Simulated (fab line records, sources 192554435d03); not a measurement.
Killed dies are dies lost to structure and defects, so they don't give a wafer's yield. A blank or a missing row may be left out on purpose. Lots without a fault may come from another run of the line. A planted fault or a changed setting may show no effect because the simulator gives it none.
Chamber matching | flow n5_finfet | N5_BEOL_M0_SAQP_DESCUM_45 on rie_diel-02: 4 sister chambers
The step chemistry O2, time 7 s. 20 wafers are shown with their chamber, then 10 later ones without.

WAFERS WITH THEIR CHAMBER
wafer  | chamber | throttle_valve_pct (%) | showerhead_plenum_p_Torr (Torr) | drypump_motor_current_A (A)
L074.3 | 1       | 20.92                  | 2.02                            | 5.7
L074.4 | 2       | 20.66                  | 1.96                            | 5.7
L074.6 | 1       | 20.91                  | 2.02                            | 5.7
L078.1 | 0       | 20.12                  | 2.15                            | 6.7
L078.4 | 3       | 20.10                  | 1.99                            | 5.8
L078.5 | 0       | 20.10                  | 2.15                            | 6.7
L079.3 | 3       | 20.07                  | 1.99                            | 5.8
L079.4 | 1       | 20.90                  | 2.02                            | 5.7
L079.6 | 3       | 20.09                  | 1.99                            | 5.9
L080.1 | 3       | 20.11                  | 1.99                            | 5.8
L080.3 | 2       | 20.66                  | 1.96                            | 5.7
L080.4 | 1       | 20.90                  | 2.02                            | 5.7
L083.4 | 0       | 20.10                  | 2.15                            | 6.6
L083.5 | 1       | 20.92                  | 2.02                            | 5.7
L083.6 | 2       | 20.68                  | 1.95                            | 5.7
L084.2 | 2       | 20.69                  | 1.95                            | 5.7
L084.4 | 0       | 20.12                  | 2.14                            | 6.6
L084.6 | 3       | 20.13                  | 1.98                            | 5.9
L085.1 | 1       | 20.94                  | 2.02                            | 5.7
L085.2 | 0       | 20.11                  | 2.14                            | 6.7

SIGNATURES (means of the wafers above)
reading                  | chamber 0 | chamber 1 | chamber 2 | chamber 3 | scatter within a chamber
throttle_valve_pct       | 20.1100   | 20.9150   | 20.6725   | 20.1000   | 0.0163
showerhead_plenum_p_Torr | 2.1460    | 2.0200    | 1.9550    | 1.9880    | 0.00433
drypump_motor_current_A  | 6.660     | 5.700     | 5.700     | 5.840     | 0.0387
Rule: a wafer's distance from a chamber is the root of the sum, over the readings, of the square of ((its reading less the chamber's mean) divided by the reading's scatter). The wafer belongs to the nearest chamber; if the next one is less than 2 further off, it can't be placed. The scatter: the root of (the sum of the squares of (reading less its chamber's mean) over the shown wafers, divided by (wafers less chambers)).

WAFERS WITHOUT THEIR CHAMBER
wafer  | throttle_valve_pct (%) | showerhead_plenum_p_Torr (Torr) | drypump_motor_current_A (A)
L085.6 | 20.14                  | 2.14                            | 6.6
L093.1 | 20.96                  | 2.01                            | 5.8
L093.5 | 20.15                  | 2.14                            | 6.7
L093.6 | 20.96                  | 2.01                            | 5.7
L095.1 | 20.14                  | 1.98                            | 5.8
L095.2 | 20.96                  | 2.01                            | 5.8
L095.4 | 20.15                  | 2.14                            | 6.7
L096.4 | 20.96                  | 2.01                            | 5.7
L096.5 | 20.12                  | 1.98                            | 5.8
L096.6 | 20.35                  | 2.21                            | 5.7

WHICH CHAMBER EACH WENT THROUGH
wafer  | from the rows above | in truth
L085.6 | 0                   | 0
L093.1 | 1                   | 1
L093.5 | 0                   | 0
L093.6 | 1                   | 1
L095.1 | 3                   | 3
L095.2 | 1                   | 1
L095.4 | 0                   | 0
L096.4 | 1                   | 1
L096.5 | 3                   | 3
L096.6 | 0                   | 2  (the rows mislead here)
Placed correctly: 9 of 10. Can't be placed from these rows: 0. Placed wrongly: 1.
